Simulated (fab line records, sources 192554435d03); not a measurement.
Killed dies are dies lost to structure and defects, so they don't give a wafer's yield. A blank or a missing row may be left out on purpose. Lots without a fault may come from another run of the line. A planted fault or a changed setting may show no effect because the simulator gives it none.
A struck lot beside a sound one | flow n5_finfet | 25 steps out of a route of 1938
Sound: wafers L403.2, L403.3, L403.5. Struck: wafers L420.1, L420.2, L420.3. The cause comes at the end.
At each step with rows: each side's tool, then ch and its chambers, then its first start. Under that, the readings that differ: sound wafers | struck wafers | difference of the means | sigmas: that difference in standard deviations of wafers without a fault.
alike: readings whose means differ by less than 2 such deviations, and words and numbers that are the same on both sides. not compared: withheld readings, readings that some wafer has no value for, bounds like >300 that may hide the same value, and numbers for which the record gives no deviation and whose values overlap.
The two part at a step that has a row with sigmas, a row that says differs or no value, or rows on one side only. Numbers that don't overlap but have no deviation are shown without sigmas and don't part them. A reading that every wafer of one side lacks parts them only if that side has two wafers or more.

first, 1 step without rows for these wafers: N5_DUMMY_REMOVAL_DUMMY_REMOVE_02 (chemistry TMAH, target poly-Si, stops on SiO2, target depth 142 nm, time 57 s, rinse time 30 s).
N5_DUMMY_REMOVAL_INSPECT_06: inspects for defects (brightfield).
  sound on defect_inspect-01, day 4 04:41; struck on defect_inspect-01, day 8 07:25
  alike: raw_defect_count
then, 4 steps without rows for these wafers: N5_DUMMY_REMOVAL_PRECLEAN_08 (cleans in NF3:NH3, afs cycles 2, time 20 s, sublimation time 60 s); N5_DUMMY_REMOVAL_PRECLEAN_04 (cleans in DHF, time 37 s); N5_DUMMY_REMOVAL_SRD_05 (time 30 s); N5_HKMG_FIN_IL_REGROW_00 (material SiO2, chemistry O3, target thk 0.75 nm, time 30 s).
N5_HKMG_FIN_HK_ALD_01: deposits HfO2, target thk 1.6 nm, pulse time 3 s, purge time 3 s.
  sound on ald_hk-02 ch 2,3, day 4 05:02; struck on ald_hk-01 ch 0,1,3, day 8 07:53
  alike: precursor_pulse_height_rel
N5_HKMG_FIN_HK_ANNEAL_02: time 30 s.
  sound on rtp_anneal-01 ch 0, day 4 05:26; struck on rtp_anneal-02 ch 0, day 8 08:04
  alike: lamp_power_pct, wafer_temp_C_max
then, 1 step without rows for these wafers: N5_HKMG_FIN_ALD_74 (deposits La2O3, target thk 0.5 nm, pulse time 6 s, co reactant pulse time 1 s).
N5_HKMG_FIN_ALD_75: deposits Al2O3, target thk 1 nm, co reactant pulse time 1 s.
  sound on ald_hk-03 ch 0,1,2, day 4 05:42; struck on ald_hk-02 ch 0,1,2, day 8 08:22
  alike: heater_power_w, precursor_pulse_height_rel
then, 2 steps without rows for these wafers: N5_HKMG_FIN_COAT_41 (time 60 s, resist thk 300 nm); N5_HKMG_FIN_COAT_42 (time 60 s, resist thk 35 nm).
N5_HKMG_FIN_COAT_43: resist thk 90 nm.
  sound on litho_track-04 ch 0, day 4 05:49; struck on litho_track-04 ch 0, day 8 08:28
  reading                                       | sound                | struck               | difference | sigmas
  spin_speed_rpm (rpm)                          | 1500.4 1501.2 1498.3 | 1582.0 1580.5 1582.0 | +81.5      | +99 or more
  model.CAR-ArF_of_HKMG_FIN_COAT_43.thk_nm (nm) | 90 90.2 89.8         | 87.6 87.8 87.6       | -2.3       |
then, 5 steps without rows for these wafers: N5_HKMG_FIN_EBR_45; N5_HKMG_FIN_SOFTBAKE_44 (time 60 s); N5_HKMG_FIN_EXPOSE_46 (exposes mask NDIPOLE); N5_HKMG_FIN_PEB_47 (peb time 60 s); N5_HKMG_FIN_DEVELOP_48 (develop time 30 s).
N5_HKMG_FIN_CD_MEAS_49: target cd 202 nm.
  sound on cd_sem-02 ch 0, day 4 06:10; struck on cd_sem-01 ch 0, day 8 08:50
  alike: cd_nm
N5_HKMG_FIN_OVL_MEAS_50:
  sound on overlay-01 ch 0, day 4 06:12; struck on overlay-01 ch 0, day 8 08:52
  alike: NDIPOLE_OVL
N5_HKMG_FIN_INSPECT_61: inspects for defects (macro).
  sound on defect_inspect-02, day 4 06:13; struck on defect_inspect-01, day 8 08:53
  alike: raw_defect_count
N5_HKMG_FIN_DESCUM_53: chemistry O2, time 7.9 s.
  sound on rie_diel-04 ch 1,2, day 4 06:16; struck on rie_diel-02 ch 0,2,3, day 8 08:55
  alike: drypump_motor_current_A, oes_product_au, rf_vpp_V, showerhead_plenum_p_Torr, throttle_valve_pct
  not compared: rf_hours_counter_h
N5_HKMG_FIN_ETCH_54: etches SiARC in CF4, target depth 45.5 nm, time 75.8 s.
  sound on rie_diel-04 ch 0,2,3, day 4 06:17; struck on rie_diel-02 ch 0,2,3, day 8 08:57
  reading                                       | sound        | struck         | difference | sigmas
  model.CAR-ArF_of_HKMG_FIN_COAT_43.thk_nm (nm) | 50.8 51 50.4 | 48.4 48.6 48.4 | -2.3       |
  alike: drypump_motor_current_A, etch_rf_on_time_s, oes_product_au, rf_vpp_V, showerhead_plenum_p_Torr, throttle_valve_pct
  not compared: rf_hours_counter_h
N5_HKMG_FIN_ETCH_55: etches SOC in N2/H2, target depth 240 nm, time 300 s.
  sound on rie_diel-04 ch 0,2, day 4 06:21; struck on rie_diel-02 ch 0,2,3, day 8 09:01
  alike: drypump_motor_current_A, oes_product_au, rf_vpp_V, showerhead_plenum_p_Torr, throttle_valve_pct
  not compared: rf_hours_counter_h
-- the record jumps here: 4 days lie between the struck wafers' starts before and after (it left off in module HKMG_FIN and takes up again in module BEOL_M4, whose first step shown is number 1111 of the route) --
N5_BEOL_M4_RC_MEAS_101:
  sound on prober-01 ch 0, day 7 22:20; struck on prober-02 ch 0, day 12 07:26
  reading       | sound          | struck         | difference | sigmas
  DIBL_N (mV/V) | 37.8 36.6 37.0 | 32.3 35.1 33.5 | -3.5       | -2
  alike: DIBL_P, IOFF_N, IOFF_P, ION_N, ION_P, SS_N, SS_P, VT_N, VT_P

WHERE THEY PART
First at N5_HKMG_FIN_COAT_43; last, within this record, at N5_BEOL_M4_RC_MEAS_101.

WHY: what the simulator had put in
Process parameter drift: litho_track-04, from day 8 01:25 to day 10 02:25, at N5_HKMG_FIN_COAT_43. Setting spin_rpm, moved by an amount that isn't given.
